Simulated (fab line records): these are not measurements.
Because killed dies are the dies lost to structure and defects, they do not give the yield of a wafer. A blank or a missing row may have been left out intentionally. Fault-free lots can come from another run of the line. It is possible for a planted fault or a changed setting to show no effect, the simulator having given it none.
A lot that was struck, set against a sound lot ; flow nandHarc ; 15 out of 1302 route steps
Sound: these wafers, L985.1, L985.5, L985.6. Struck: wafers L103.3, L103.6 (left out: L103.5, a lot-mate that was not struck); the cause follows at the end.
Per side, at each step with rows, come the tool, then ch with its chambers, and then its first start. Under that, the readings that differ: sound wafers ; struck wafers ; difference of the means ; sigmas: that difference in standard deviations of wafers without a fault.
alike: readings with means less than 2 such deviations apart, plus words and numbers identical on both sides. not compared: withheld readings, readings lacking a value on some wafer, bounds such as >300 that could conceal the same value, and numbers that have no deviation in the record and whose values overlap.
The two part at a step that has a row with sigmas, a row that says differs or no value, or rows on one side only. Numbers that don't overlap but have no deviation are shown without sigmas and don't part them. A reading missing from all wafers of one side parts the sides only when that side holds two or more wafers.

NHARC_P_START_INSPECT_01:
  struck on defectInspect-01, day 9 08:02; sound on defectInspect-01, day 1 20:02
  alike: rawDefectCount
then, 10 steps without rows for these wafers: NHARC_P_ZERO_WELL_PRECLEAN_00 (cleans in SPM, time 600 s); NHARC_P_ZERO_WELL_SRD_01; NHARC_P_ZERO_WELL_PECVD_02 (deposits SiO2, target thk 10 nm); NHARC_P_ZERO_WELL_DEHYDRATE_03 (time 120 s); NHARC_P_ZERO_WELL_HMDS_04 (time 30 s); NHARC_P_ZERO_WELL_COAT_64 (time 65 s); NHARC_P_ZERO_WELL_COAT_05 (resist thk 600 nm); NHARC_P_ZERO_WELL_SOFTBAKE_06 (time 70 s); NHARC_P_ZERO_WELL_EBR_07; NHARC_P_ZERO_WELL_EXPOSE_08 (exposes mask P ZERO, target cd 500 nm).
NHARC_P_ZERO_WELL_PEB_09: peb time 80 s.
  sound on lithoTrack-07 ch 0, day 1 21:09; struck on lithoTrack-07 ch 0, day 9 09:10
then, 1 step without rows for these wafers: NHARC_P_ZERO_WELL_DEVELOP_10 (time 50 s).
NHARC_P_ZERO_WELL_CD_MEAS_11: the cd target is 500 nm.
  sound on cdSem-01 ch 0, day 1 21:14; struck on cdSem-02 ch 0, day 9 09:16
reading;sound;struck;difference;sigmas
cdNm (nm);502.9 495.4 499.2;512.5 510.6;+12.4;+5
then, 1 step without rows for these wafers: NHARC_P_ZERO_WELL_HARDBAKE_12 (time 65 s).

WHERE THEY PART
Within this record, at NHARC_P_ZERO_WELL_CD_MEAS_11 only.

WHY: the cause the simulator had injected
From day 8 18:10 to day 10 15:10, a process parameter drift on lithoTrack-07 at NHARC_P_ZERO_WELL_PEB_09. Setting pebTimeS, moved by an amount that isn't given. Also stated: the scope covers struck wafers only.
